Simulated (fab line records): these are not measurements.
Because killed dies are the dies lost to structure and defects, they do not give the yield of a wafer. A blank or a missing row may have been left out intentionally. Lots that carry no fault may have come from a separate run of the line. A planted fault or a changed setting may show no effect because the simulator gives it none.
Chamber matching / flow nand_harc / NHARC_A_M0_DESCUM_14 on rie_diel-10 has 4 sister chambers
The step chemistry O2, time 3 s. 4 wafers are shown with their chamber, then 7 later ones without.

WAFERS PAIRED WITH THEIR CHAMBERS
wafer=L081.5; chamber=2; oes_product_au (a.u.)=1.013
wafer=L086.1; chamber=1; oes_product_au (a.u.)=0.996
wafer=L087.2; chamber=3; oes_product_au (a.u.)=1.001
wafer=L087.3; chamber=0; oes_product_au (a.u.)=0.996

WAFERS WHOSE CHAMBER IS MISSING
wafer=L087.5; oes_product_au (a.u.)=0.993
wafer=L088.1; oes_product_au (a.u.)=0.996
wafer=L088.3; oes_product_au (a.u.)=0.996
wafer=L088.6; oes_product_au (a.u.)=0.995
wafer=L092.1; oes_product_au (a.u.)=1.008
wafer=L092.2; oes_product_au (a.u.)=0.994
wafer=L092.6; oes_product_au (a.u.)=0.996

WHICH CHAMBER EACH ONE RAN IN
wafer=L087.5; from the rows above=can't be placed: 0 or 1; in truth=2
wafer=L088.1; from the rows above=can't be placed: 0 or 1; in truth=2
wafer=L088.3; from the rows above=can't be placed: 0 or 1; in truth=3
wafer=L088.6; from the rows above=can't be placed: 0 or 1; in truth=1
wafer=L092.1; from the rows above=can't be placed: 2 or 3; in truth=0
wafer=L092.2; from the rows above=can't be placed: 0 or 1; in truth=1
wafer=L092.6; from the rows above=can't be placed: 0 or 1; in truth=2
Placed correctly: 0 of 7. Unplaceable from these rows: 7, with the true chamber sitting among the candidates in 2. Placed wrongly: 0.
How it was worked out, from the rows above alone: a wafer's distance from a chamber is the root of the sum, over the readings, of the square of ((its reading less the chamber's mean) divided by the reading's scatter). The wafer belongs to the nearest chamber; if the next one is less than 2 further off, it can't be placed. Each chamber's mean is taken over the wafers shown for it. The scatter: root of mean squared gap, hidden wafer to nearest shown wafer, with one shown wafer a chamber.
